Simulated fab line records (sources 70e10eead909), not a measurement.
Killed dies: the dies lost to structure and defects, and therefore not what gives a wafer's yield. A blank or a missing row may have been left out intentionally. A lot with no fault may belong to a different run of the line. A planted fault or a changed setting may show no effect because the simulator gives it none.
Matching of chambers -- flow nand-harc -- pecvd-03 running NHARC_P_M1_PRE_CLEAN_32: 3 sister chambers
The step time 12 s. 3 wafers are shown with their chamber, then 12 later ones without.

## WAFERS WITH THEIR CHAMBER
wafer,chamber,heater-power-w (W)
L084.6,2,723
L091.2,0,668
L091.5,1,522

## WAFERS WITH NO CHAMBER GIVEN
wafer,heater-power-w (W)
L093.2,637
L093.4,629
L093.5,543
L095.1,632
L095.3,558
L095.5,536
L096.3,708
L096.5,757
L096.6,686
L097.1,699
L097.5,607
L097.6,671

## WHICH CHAMBER EACH ONE RAN IN
wafer,from the rows above,in truth
L093.2,can't be placed: 0 or 2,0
L093.4,can't be placed: 0 or 2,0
L093.5,1,1
L095.1,can't be placed: 0 or 2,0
L095.3,1,1
L095.5,1,1
L096.3,can't be placed: 2 or 0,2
L096.5,can't be placed: 2 or 0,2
L096.6,can't be placed: 0 or 2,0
L097.1,can't be placed: 2 or 0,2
L097.5,can't be placed: 0 or 1 or 2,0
L097.6,can't be placed: 0 or 2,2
Placed correctly: 3 of 12. Not placeable from these rows: 9 (in 9, the candidates include the true chamber). Wrongly placed: 0.
How it was worked out, from the rows above alone: a wafer's distance from a chamber is the root of the sum, over the readings, of the square of ((its reading less the chamber's mean) divided by the reading's scatter). If the next closest chamber is less than 2 further off than the closest, the wafer can't be placed; otherwise it belongs to the closest. Each chamber's mean is taken over the wafers shown for it. The scatter: with one shown wafer a chamber, the root of the mean of the squares of how far each hidden wafer lies from its nearest shown one.
